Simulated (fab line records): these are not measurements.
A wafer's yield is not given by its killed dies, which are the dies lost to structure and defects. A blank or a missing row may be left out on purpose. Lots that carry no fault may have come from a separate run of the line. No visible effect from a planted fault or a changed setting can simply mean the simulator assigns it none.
Matching of chambers ; flow nand_harc ; rie_diel-09 running NHARC_A_CONTACT_ETCH_90: 4 sister chambers
The step etches the open film in CH3F/O2, target depth 40 nm, time 85.7 s. 39 wafers are shown with their chamber, then 12 later ones without.

## WAFERS PAIRED WITH THEIR CHAMBERS
wafer;chamber;drypump_motor_current_A (A);showerhead_plenum_p_Torr (Torr);rf_vpp_V (V)
L076.1;0;5.8;2.34;241.7
L076.2;1;5.5;2.32;242.5
L076.5;2;6.0;2.28;243.1
L074.1;3;6.1;2.49;244.0
L074.2;1;5.5;2.32;241.7
L074.6;3;6.1;2.49;245.0
L079.1;2;6.0;2.27;241.3
L079.3;0;5.7;2.33;242.2
L079.4;1;5.5;2.32;242.3
L080.3;1;5.5;2.32;242.5
L080.5;0;5.8;2.33;241.8
L080.6;1;5.5;2.32;241.2
L077.1;1;5.5;2.32;241.9
L077.5;2;6.0;2.27;243.0
L077.6;1;5.5;2.32;243.3
L081.2;0;5.8;2.33;242.1
L081.4;0;5.8;2.33;242.5
L081.5;2;6.0;2.27;242.3
L088.4;3;6.1;2.49;244.3
L088.5;1;5.5;2.32;242.3
L088.6;0;5.8;2.33;241.3
L090.1;1;5.5;2.32;243.5
L090.2;3;6.1;2.49;243.3
L090.4;2;6.0;2.66;247.1
L087.1;0;5.8;2.33;242.9
L087.2;1;5.5;2.32;241.5
L087.4;2;6.0;2.66;246.3
L089.1;3;6.1;2.49;245.5
L089.2;2;6.0;2.66;245.7
L089.5;3;6.1;2.49;245.8
L091.2;1;5.5;2.32;241.2
L091.3;0;5.8;2.33;242.3
L091.6;1;5.5;2.32;243.3
L093.3;3;6.1;2.49;244.5
L093.5;0;5.8;2.33;243.1
L093.6;3;6.1;2.49;244.0
L094.1;2;6.0;2.66;245.2
L094.2;1;5.5;2.32;241.4
L094.6;2;6.0;2.66;246.5

SIGNATURES, as means of the wafers listed above
reading;chamber 0;chamber 1;chamber 2;chamber 3;scatter within a chamber
drypump_motor_current_A;5.789;5.500;6.000;6.100;0.0159
showerhead_plenum_p_Torr;2.3311;2.3200;2.4878;2.4900;0.0977
rf_vpp_V;242.211;242.200;244.500;244.550;1.2
Rule: a wafer lies at a distance from a chamber equal to the root of the sum of squares, over the readings, of (its reading less the chamber's mean, divided by the reading's scatter). The wafer belongs to the nearest chamber; if the next one is less than 2 further off, it can't be placed. How the scatter is found: for the shown wafers, subtract from each reading the mean of its chamber, square and add these, divide the total by (wafers less chambers), then take the root.

## WAFERS WITH NO CHAMBER GIVEN
wafer;drypump_motor_current_A (A);showerhead_plenum_p_Torr (Torr);rf_vpp_V (V)
L092.1;5.8;2.33;242.9
L092.3;5.5;2.32;241.7
L092.4;6.0;2.66;248.0
L095.3;6.0;2.66;247.7
L095.5;5.5;2.32;242.5
L095.6;5.8;2.33;241.4
L096.1;5.5;2.32;242.8
L096.2;5.8;2.33;242.7
L096.4;6.0;2.66;246.6
L097.1;5.5;2.31;242.3
L097.2;6.0;2.66;247.6
L097.4;5.8;2.33;241.4

## EACH ONE'S CHAMBER
wafer;from the rows above;in truth
L092.1;0;0
L092.3;1;1
L092.4;2;2
L095.3;2;2
L095.5;1;1
L095.6;0;0
L096.1;1;1
L096.2;0;0
L096.4;2;2
L097.1;1;1
L097.2;2;2
L097.4;0;0
Correctly placed: 12 of 12. From these rows, 0 cannot be placed. Number placed wrongly: 0.
